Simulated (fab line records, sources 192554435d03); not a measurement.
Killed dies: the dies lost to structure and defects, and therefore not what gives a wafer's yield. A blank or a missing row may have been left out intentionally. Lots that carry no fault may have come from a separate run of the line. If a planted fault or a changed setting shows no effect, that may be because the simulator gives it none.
Comparing a struck lot with a sound one | flow n5_finfet | 35 out of 1938 route steps
Sound: the wafers L107.3, L107.4, L107.6. The struck wafers were L118.1, L118.3, L118.4. The cause is named last.
Order at every step that has rows: each side's tool, ch and its chambers, its first start. Under that, the readings that differ: sound wafers | struck wafers | difference of the means | sigmas: that difference in standard deviations of wafers without a fault.
alike: words and numbers the same on both sides, and readings whose means are apart by under 2 such deviations; not compared: readings that were withheld, readings missing a value for some wafer, numbers with overlapping values and no deviation given by the record, and bounds like >300 which may hide the same value.
Wherever a step has rows on one side only, a row that says differs or no value, or a row with sigmas, the two part there. When numbers do not overlap yet have no deviation, they are printed without sigmas and do not part them. A reading that every wafer of one side lacks parts them only if that side has two wafers or more.

first, 11 steps without rows for these wafers: N5_BEOL_M10_HM_STRIP_39 (strips TiN in peroxide tin strip, target depth 25 nm, time 158 s); N5_BEOL_M10_SRD_40 (time 30 s); N5_BEOL_M10_PRECLEAN_42 (cleans in residue remover, time 60 s); N5_BEOL_M10_SRD_43 (time 30 s); N5_BEOL_M10_CURE_72 (cures SiCOH lowk, time 120 s); N5_BEOL_M10_DEGAS_44 (time 60 s); N5_BEOL_M10_PRE_CLEAN_45 (time 30 s); N5_BEOL_M10_ALD_74 (deposits TaN, target thk 2 nm, pulse time 2 s, purge time 3 s); N5_BEOL_M10_SURFACE_TREAT_76; N5_BEOL_M10_CVD_75 (deposits Co from CCTBA/H2, target thk 2 nm, time 138.9 s); N5_BEOL_M10_SPUTTER_48 (material Cu, target thk 12 nm, time 2 s).
N5_BEOL_M10_ECD_50: material Cu, target thk 318 nm.
  sound on ecd_cu-02 ch 0,1, day 11 15:17; struck on ecd_cu-01 ch 0,1, day 14 15:51
then, 22 steps without rows for these wafers: N5_BEOL_M10_ANNEAL_51 (time 90 s); N5_BEOL_M10_CMP_52 (polishes, stops on SiCOH lowk, t overpolish 7 s, target thk 140 nm); N5_BEOL_M10_PRE_CLEAN_55 (time 15 s); N5_BEOL_M10_DEP_56 (deposits SiCN from 3MS/NH3, target thk 15 nm, time 26.5 s); N5_BEOL_M11_ILD_DEP_00 (deposits SiCOH lowk from DEMS/porogen, target thk 308.51 nm, time 58 s); N5_BEOL_M11_CURE_71 (cures SiCOH lowk, time 240 s); N5_BEOL_M11_PECVD_70 (deposits SiO2 from TEOS/O2, target thk 20 nm, time 22.7 s); N5_BEOL_M11_HM_DEP_02 (deposits TiN, target thk 20 nm); N5_BEOL_M11_COAT_59 (time 60 s, resist thk 100 nm); N5_BEOL_M11_COAT_60 (time 60 s, resist thk 30 nm); N5_BEOL_M11_COAT_05 (resist thk 90 nm); N5_BEOL_M11_EBR_07; N5_BEOL_M11_SOFTBAKE_06 (time 60 s); N5_BEOL_M11_EXPOSE_08 (exposes mask M11); N5_BEOL_M11_PEB_09 (peb time 60 s); N5_BEOL_M11_DEVELOP_10 (develop time 30 s); N5_BEOL_M11_DESCUM_16 (chemistry O2, time 7.9 s); N5_BEOL_M11_ETCH_61 (etches SiARC in CF4, target depth 39 nm, time 65 s); N5_BEOL_M11_ETCH_62 (etches SOC in N2/H2, target depth 110 nm, overetch 22 nm, time 165 s); N5_BEOL_M11_STRIP_68 (strips in N2/H2); N5_BEOL_M11_STRIP_67 (strips in CF4); N5_BEOL_M11_HM_OPEN_17 (chemistry Cl2/BCl3, target TiN, target depth 20 nm, overetch 6 nm).
-- a jump in the record: the struck wafers' starts before and after are 2 days apart (it breaks off in module BEOL_M11 and resumes in module PASSIVATION, where the first step shown is number 1936 of the route) --
N5_PASSIVATION_PROBE_49:
  struck on prober-01, day 16 22:37; sound on prober-01, day 13 18:39
  reading                  | sound          | struck         | difference | sigmas
  defect_limited_yield (%) | 92.1 90.5 93.0 | 66.9 67.1 73.4 | -22.7      | -15
  killed_at_M4_up          | 6 14 6         | 297 286 270    | +276       | +45
  killed_dies              | 93 112 83      | 391 388 314    | +268       | +15
  killed_on_rim            | 14 10 10       | 44 45 47       | +34        | +9
  sort_bin_5_function (%)  | 4.3 5.8 4.1    | 20.5 20.9 17.8 | +15.0      | +15
  sort_bin_6_memory (%)    | 3.3 3.3 2.7    | 10.7 10.5 7.4  | +6.4       | +9
  sort_n_pass              | 1087 1068 1097 | 789 792 866    | -268       | -14
  sort_yield_pct (%)       | 92.1 90.5 93.0 | 66.9 67.1 73.4 | -22.7      | -14
  alike: killed_at_M0_to_M3, killed_at_contacts, killed_at_front_end, killed_at_other, killed_open, killed_short

WHERE THEY PART
At N5_PASSIVATION_PROBE_49 and nowhere else, as far as this record goes.

WHY: the cause the simulator had injected
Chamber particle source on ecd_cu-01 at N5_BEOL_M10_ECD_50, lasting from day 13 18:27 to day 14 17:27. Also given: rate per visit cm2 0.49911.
